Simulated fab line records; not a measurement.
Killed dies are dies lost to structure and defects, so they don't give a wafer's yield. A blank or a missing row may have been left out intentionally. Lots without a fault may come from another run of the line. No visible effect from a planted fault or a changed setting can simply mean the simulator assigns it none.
Which tool did it?	flow nand harc	24 lots, 72 wafers sampled, at 6 steps of a route of 1302

## WHAT THE GAUGES READ, wafer by wafer
NHARC_P_CONTACT_OVL_MEAS_13.
lot	measured	on	overlay x nm (nm)	overlay y nm (nm)
L074	day 5 17:14	overlay-02	-0.8 -0.6 -0.8	1.6 1.7 1.2
L076	day 6 10:39	overlay-02	-0.9 -1.4 -0.3	0.4 1.0 0.5
L075	day 6 11:30	overlay-01	0.5 0.1 0.5	-0.2 -0.5 -0.7
L077	day 6 23:40	overlay-02	1.0 -0.3 0.7	-0.5 -0.2 -0.5
L078	day 7 12:25	overlay-01	-1.3 -1.1 -1.2	-0.7 -0.8 -0.1
L079	day 7 17:25	overlay-01	-0.9 -0.7 -1.0	-0.9 -1.1 -1.1
L080	day 8 04:10	overlay-02	0.6 0.4 0.9	-2.0 -1.3 -1.7
L081	day 8 22:38	overlay-02	0.3 0.6 0.6	0.6 1.4 0.6
L083	day 9 14:24	overlay-02	-0.3 -0.4 -0.6	0.7 0.6 0.8
L082	day 9 15:20	overlay-01	-2.4 -1.4 -2.0	0.5 0.2 -0.1
L084	day 10 02:27	overlay-01	0.3 0.5 0.1	-1.8 -1.6 -1.8
L085	day 10 15:32	overlay-02	-1.0 -0.9 -1.2	-0.5 -0.9 -0.5
L086	day 10 20:58	overlay-02	0.9 0.6 0.2	-0.7 -0.6 -0.7
L087	day 11 03:19	overlay-01	-1.7 -1.6 -0.8	0.1 0.3 0.4
L089	day 11 20:10	overlay-02	0.6 0.5 0.2	-0.3 -0.4 -0.2
L088	day 11 21:03	overlay-02	0.3 0.1 0.8	0.2 1.3 -0.2
L090	day 12 14:23	overlay-02	-1.8 -1.6 -1.6	-0.5 -0.5 -0.6
L091	day 13 04:50	overlay-01	0.8 0.1 0.1	-0.3 -0.1 0.0
L092	day 13 09:37	overlay-01	0.2 0.5 0.4	-0.2 -0.1 -0.1
L093	day 13 22:57	overlay-01	0.6 0.5 0.7	-2.4 -2.2 -2.4
L094	day 14 04:05	overlay-02	0.4 0.5 0.4	0.7 0.3 1.1
L095	day 14 15:55	overlay-02	0.1 0.4 -0.4	0.6 0.7 0.6
L096	day 15 00:17	overlay-01	-0.6 -0.7 -0.4	1.1 1.8 1.6
L097	day 15 16:41	overlay-02	1.0 0.4 0.8	0.2 0.2 0.3

NHARC_P_M0_CD_MEAS_09 targets a cd of 90 nm.
lot	measured	on	cd nm (nm)
L074	day 5 21:13	cd sem-01	91.3 90.9 91.4
L076	day 6 14:47	cd sem-02	90.5 90.7 91.5
L075	day 6 15:59	cd sem-03	90.6 91.1 91.8
L077	day 7 03:40	cd sem-01	91.2 90.3 90.3
L078	day 7 16:21	cd sem-01	91.8 91.0 91.1
L079	day 7 21:22	cd sem-03	89.4 90.4 89.6
L080	day 8 08:14	cd sem-02	90.0 89.8 90.2
L081	day 9 02:47	cd sem-02	90.5 90.7 90.3
L083	day 9 18:29	cd sem-03	90.3 90.1 89.6
L082	day 9 19:26	cd sem-03	90.5 89.7 91.2
L084	day 10 06:31	cd sem-03	89.6 90.3 90.1
L085	day 10 19:37	cd sem-01	89.1 89.5 89.8
L086	day 11 01:02	cd sem-02	90.1 90.2 89.6
L087	day 11 07:44	cd sem-01	89.1 88.6 90.1
L089	day 12 00:14	cd sem-03	90.3 89.9 89.4
L088	day 12 01:01	cd sem-03	90.2 88.9 89.9
L090	day 12 18:38	cd sem-03	90.5 90.1 89.5
L091	day 13 09:14	cd sem-02	89.9 89.2 90.4
L092	day 13 13:43	cd sem-03	89.3 89.1 90.1
L093	day 14 03:01	cd sem-03	90.5 90.2 91.3
L094	day 14 08:10	cd sem-02	90.0 89.8 91.4
L095	day 14 19:59	cd sem-03	89.6 90.1 89.7
L096	day 15 04:31	cd sem-01	90.3 90.8 89.6
L097	day 15 21:00	cd sem-01	89.8 89.7 90.6

NHARC_P_M1_OVL_MEAS_10: pitch 260 nm.
lot	measured	on	overlay x nm (nm)	overlay y nm (nm)
L074	day 6 01:25	overlay-02	0.8 0.6 1.1	0.1 1.0 0.1
L076	day 6 18:48	overlay-02	1.1 1.3 1.0	0.9 0.2 1.0
L075	day 6 20:07	overlay-02	-1.1 -1.6 -1.6	-0.6 0.0 -0.3
L077	day 7 08:08	overlay-02	-0.6 -0.2 0.1	-0.5 -0.4 0.3
L078	day 7 20:29	overlay-02	0.2 0.4 0.5	2.0 1.9 2.4
L079	day 8 01:40	overlay-02	1.4 0.5 1.4	-1.3 -1.5 -1.0
L080	day 8 12:22	overlay-02	0.9 1.5 1.5	-0.3 -0.1 -0.2
L081	day 9 06:53	overlay-02	-2.0 -2.1 -1.6	0.0 0.2 -0.7
L083	day 9 23:35	overlay-02	-0.6 -1.3 -1.1	-0.4 -0.2 0.0
L082	day 10 00:05	overlay-01	0.0 0.0 -0.3	1.1 0.7 0.9
L084	day 10 10:47	overlay-01	-0.7 -0.4 0.2	1.3 1.2 1.3
L085	day 10 23:38	overlay-02	-0.7 -0.3 -0.7	-0.3 0.0 -0.9
L086	day 11 05:06	overlay-02	-0.4 0.1 0.1	-0.2 0.5 0.0
L087	day 11 12:13	overlay-02	0.7 1.0 1.0	-2.6 -2.4 -2.3
L089	day 12 04:30	overlay-01	-0.3 -0.2 -0.2	1.4 0.9 1.1
L088	day 12 05:07	overlay-02	-1.0 -1.3 -0.3	0.8 0.4 0.7
L090	day 12 22:48	overlay-02	-0.6 -0.1 -0.3	-0.1 -0.5 -0.2
L091	day 13 13:41	overlay-01	1.7 1.6 2.0	0.3 0.7 0.1
L092	day 13 17:47	overlay-02	-1.8 -1.1 -1.6	0.4 1.0 0.5
L093	day 14 07:15	overlay-01	0.4 0.9 -0.2	-0.5 -0.8 -0.7
L094	day 14 12:10	overlay-02	-0.9 -0.9 -0.8	0.1 0.2 -0.1
L095	day 15 00:00	overlay-01	0.7 1.0 0.9	-0.3 -1.2 -0.4
L096	day 15 08:41	overlay-02	-0.1 -0.1 0.1	-0.4 -0.6 0.2
L097	day 16 01:56	overlay-01	-0.2 0.2 -0.3	0.1 0.0 0.3

## EACH LOT AND THE TOOL THAT RAN IT (in order: tool; ch and the chambers of the sampled wafers; start)
lot	NHARC_P_GATE_STRIP_112	NHARC_P_CONTACT_STRIP_28	NHARC_P_M0_DEGAS_28
L074	plasma asher-02 ch 0,1, day 5 11:14	rie diel-13 ch 0,2,3, day 5 18:16	pvd sputter-02, day 5 22:22
L076	plasma asher-01 ch 0,1, day 6 04:41	rie diel-03 ch 0,1,3, day 6 11:43	pvd sputter-02, day 6 15:53
L075	plasma asher-01 ch 0,1, day 6 05:32	rie diel-03 ch 1,2, day 6 12:34	pvd sputter-03, day 6 17:07
L077	plasma asher-02 ch 0,1, day 6 17:31	rie diel-03 ch 0,2,3, day 7 00:43	pvd sputter-02, day 7 04:48
L078	plasma asher-02 ch 0,1, day 7 06:28	rie diel-12 ch 0,1,2, day 7 13:28	pvd sputter-01, day 7 17:27
L079	plasma asher-02 ch 0,1, day 7 11:22	rie diel-03 ch 1,2,3, day 7 18:28	pvd sputter-03, day 7 22:28
L080	plasma asher-02 ch 0,1, day 7 22:10	rie diel-03 ch 0,2, day 8 05:12	pvd sputter-01, day 8 09:21
L081	plasma asher-02 ch 0,1, day 8 16:47	rie diel-03 ch 1,2, day 8 23:42	pvd sputter-02, day 9 03:53
L083	plasma asher-01 ch 0,1, day 9 08:40	rie diel-03 ch 0,2, day 9 15:27	pvd sputter-01, day 9 20:31
L082	plasma asher-02 ch 0,1, day 9 09:29	rie diel-03 ch 0,1,2, day 9 16:26	pvd sputter-02, day 9 21:03
L084	plasma asher-01 ch 0,1, day 9 20:31	rie diel-12 ch 1,3, day 10 03:30	pvd sputter-02, day 10 07:43
L085	plasma asher-02 ch 0,1, day 10 09:36	rie diel-03 ch 1,2,3, day 10 16:35	pvd sputter-02, day 10 20:43
L086	plasma asher-01 ch 0,1, day 10 15:01	rie diel-03 ch 0,2,3, day 10 22:01	pvd sputter-01, day 11 02:08
L087	plasma asher-01 ch 0,1, day 10 21:29	rie diel-13 ch 0,2,3, day 11 04:23	pvd sputter-02, day 11 08:50
L089	plasma asher-01 ch 0,1, day 11 14:11	rie diel-12 ch 0,2,3, day 11 21:14	pvd sputter-03, day 12 01:27
L088	plasma asher-01 ch 0,1, day 11 14:34	rie diel-03 ch 0,1,2, day 11 22:05	pvd sputter-01, day 12 02:14
L090	plasma asher-01 ch 0,1, day 12 08:32	rie diel-03 ch 0,1,3, day 12 15:26	pvd sputter-01, day 12 19:45
L091	plasma asher-02 ch 0,1, day 12 22:52	rie diel-12 ch 2,3, day 13 05:53	pvd sputter-03, day 13 10:28
L092	plasma asher-01 ch 0,1, day 13 03:26	rie diel-13 ch 1,2, day 13 10:40	pvd sputter-01, day 13 14:54
L093	plasma asher-02 ch 0,1, day 13 16:44	rie diel-03 ch 0,1, day 13 23:59	pvd sputter-01, day 14 04:14
L094	plasma asher-01 ch 0,1, day 13 22:01	rie diel-12 ch 0,1,3, day 14 05:08	pvd sputter-03, day 14 09:17
L095	plasma asher-01 ch 0,1, day 14 10:04	rie diel-13 ch 1,2,3, day 14 16:59	pvd sputter-01, day 14 21:05
L096	plasma asher-01 ch 0, day 14 18:29	rie diel-12 ch 0,2,3, day 15 01:28	pvd sputter-01, day 15 05:39
L097	plasma asher-02 ch 0,1, day 15 10:46	rie diel-13 ch 0,1,2, day 15 17:53	pvd sputter-03, day 15 22:38
- NHARC_P_GATE_STRIP_112: strips in N2/H2, time 200 s.
- NHARC_P_CONTACT_STRIP_28: strips in O2.
- NHARC_P_M0_DEGAS_28: time 60 s.

## AS READ BY THE TOOLS THEMSELVES (means over the sampled wafers that have a number; for cases with no such wafer, the mark the record gives instead)
NHARC_P_GATE_STRIP_112.
lot	tool	drypump motor current A (A)	heater power w (W)
L074	plasma asher-02	5.2	91
L076	plasma asher-01	5.1	83
L075	plasma asher-01	5.0	84
L077	plasma asher-02	5.6	90
L078	plasma asher-02	5.2	93
L079	plasma asher-02	5.6	90
L080	plasma asher-02	5.6	89
L081	plasma asher-02	5.6	91
L083	plasma asher-01	5.0	89
L082	plasma asher-02	5.6	91
L084	plasma asher-01	5.0	84
L085	plasma asher-02	5.3	92
L086	plasma asher-01	5.0	88
L087	plasma asher-01	5.1	87
L089	plasma asher-01	4.9	86
L088	plasma asher-01	5.0	87
L090	plasma asher-01	5.0	87
L091	plasma asher-02	5.2	91
L092	plasma asher-01	5.0	87
L093	plasma asher-02	5.6	94
L094	plasma asher-01	4.9	86
L095	plasma asher-01	5.0	86
L096	plasma asher-01	4.9	85
L097	plasma asher-02	5.6	93

NHARC_P_CONTACT_STRIP_28.
lot	tool	drypump motor current A (A)	oes product au (a.u.)	rf vpp V (V)	showerhead plenum p Torr (Torr)	throttle valve pct (%)
L074	rie diel-13	6.1	1.014	57.5	3.51	17.027
L076	rie diel-03	5.4	0.997	58.0	3.48	17.049
L075	rie diel-03	5.4	1.000	57.2	3.42	17.040
L077	rie diel-03	5.5	0.999	58.0	3.47	17.034
L078	rie diel-12	5.7	0.999	58.5	3.75	17.035
L079	rie diel-03	5.7	1.005	57.7	3.45	17.040
L080	rie diel-03	5.2	1.008	58.9	3.46	17.029
L081	rie diel-03	5.6	1.008	57.9	3.41	17.039
L083	rie diel-03	5.4	1.005	57.2	3.43	17.039
L082	rie diel-03	5.3	0.996	58.1	3.44	17.038
L084	rie diel-12	6.0	1.014	57.4	3.46	17.040
L085	rie diel-03	5.7	1.010	57.9	3.45	17.039
L086	rie diel-03	5.6	1.015	58.0	3.47	17.036
L087	rie diel-13	6.1	0.995	57.9	3.50	17.028
L089	rie diel-12	5.9	0.998	58.5	3.60	17.037
L088	rie diel-03	5.3	1.000	57.0	3.44	17.038
L090	rie diel-03	5.4	0.999	57.7	3.48	17.037
L091	rie diel-12	5.8	0.986	57.1	3.58	17.035
L092	rie diel-13	5.8	1.000	57.1	3.42	17.038
L093	rie diel-03	5.0	1.002	57.4	3.46	17.040
L094	rie diel-12	5.9	1.004	58.0	3.62	17.030
L095	rie diel-13	6.1	0.997	57.6	3.45	17.030
L096	rie diel-12	5.9	0.986	57.5	3.60	17.043
L097	rie diel-13	6.0	1.003	57.6	3.53	17.044

NHARC_P_M0_DEGAS_28.
lot	tool	heater power w (W)
L074	pvd sputter-02	308
L076	pvd sputter-02	317
L075	pvd sputter-03	343
L077	pvd sputter-02	323
L078	pvd sputter-01	321
L079	pvd sputter-03	345
L080	pvd sputter-01	318
L081	pvd sputter-02	308
L083	pvd sputter-01	319
L082	pvd sputter-02	306
L084	pvd sputter-02	336
L085	pvd sputter-02	321
L086	pvd sputter-01	323
L087	pvd sputter-02	311
L089	pvd sputter-03	336
L088	pvd sputter-01	311
L090	pvd sputter-01	324
L091	pvd sputter-03	338
L092	pvd sputter-01	328
L093	pvd sputter-01	330
L094	pvd sputter-03	341
L095	pvd sputter-01	320
L096	pvd sputter-01	338
L097	pvd sputter-03	336

## THE ANSWER, worked out from the rows above alone
Rule: what is usual is taken from the lots themselves. Put in order of their means at a reading, lots are off if they are a third of the lots or fewer, leave a main group of 4 or more, and stand apart from it by a gap of 3 or more times the standard deviation of the main group's means; of several such gaps the widest counts. Not used: any main group whose means are identical at the precision the tables above print for the reading. A lot without any number at a reading at which 4 lots or more have one is off too. The other lots that the step has rows for count as sound. Order of review: gauges by route order, followed by the tools' own readings, for which a lot's mean as printed above is used. The first step at which some lot is off is used, and at that step the reading that is off furthest; a lot without a number counts as furthest.
No lot is off on any of the readings shown, so nothing can be concluded from this.

## WHAT WAS PUT IN BY THE SIMULATOR
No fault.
